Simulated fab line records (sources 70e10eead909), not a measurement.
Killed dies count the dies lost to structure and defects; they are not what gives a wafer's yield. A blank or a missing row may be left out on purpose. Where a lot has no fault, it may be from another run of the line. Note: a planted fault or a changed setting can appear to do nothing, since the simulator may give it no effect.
Chamber matching	flow nandHarc	NHARC_P_BONDPAD_DESCUM_11 on rieDiel-02: 4 sister chambers
The step chemistry O2, time 3 s. 4 wafers are shown with their chamber, then 12 later ones without.

## WAFERS WITH THEIR CHAMBER
wafer	chamber	drypumpMotorCurrentA (A)
L082.5	0	5.0
L088.2	1	5.2
L088.3	3	6.6
L088.6	2	6.2

## WAFERS WITHOUT THEIR CHAMBER
wafer	drypumpMotorCurrentA (A)
L089.1	6.6
L089.2	6.2
L089.5	6.2
L090.1	5.3
L090.3	6.6
L090.6	5.2
L092.1	6.2
L092.3	5.2
L092.4	5.0
L094.1	6.2
L094.4	5.2
L094.6	5.0

## WHICH CHAMBER EACH ONE RAN IN
wafer	from the rows above	in truth
L089.1	3	3
L089.2	2	2
L089.5	2	2
L090.1	1	1
L090.3	3	3
L090.6	1	1
L092.1	2	2
L092.3	1	1
L092.4	0	0
L094.1	2	2
L094.4	1	1
L094.6	0	0
Placed correctly: 12 of 12. Number that these rows cannot place: 0. Placed wrongly: 0.
How it was worked out, from the rows above alone: a wafer's distance from a chamber is the root of the sum, over the readings, of the square of ((its reading less the chamber's mean) divided by the reading's scatter). The wafer belongs to the nearest chamber; if the next one is less than 2 further off, it can't be placed. The mean given for a chamber averages the wafers shown for that chamber. The scatter (one wafer shown for each chamber): square how far every hidden wafer sits from the nearest shown wafer, average those squares and take the square root.
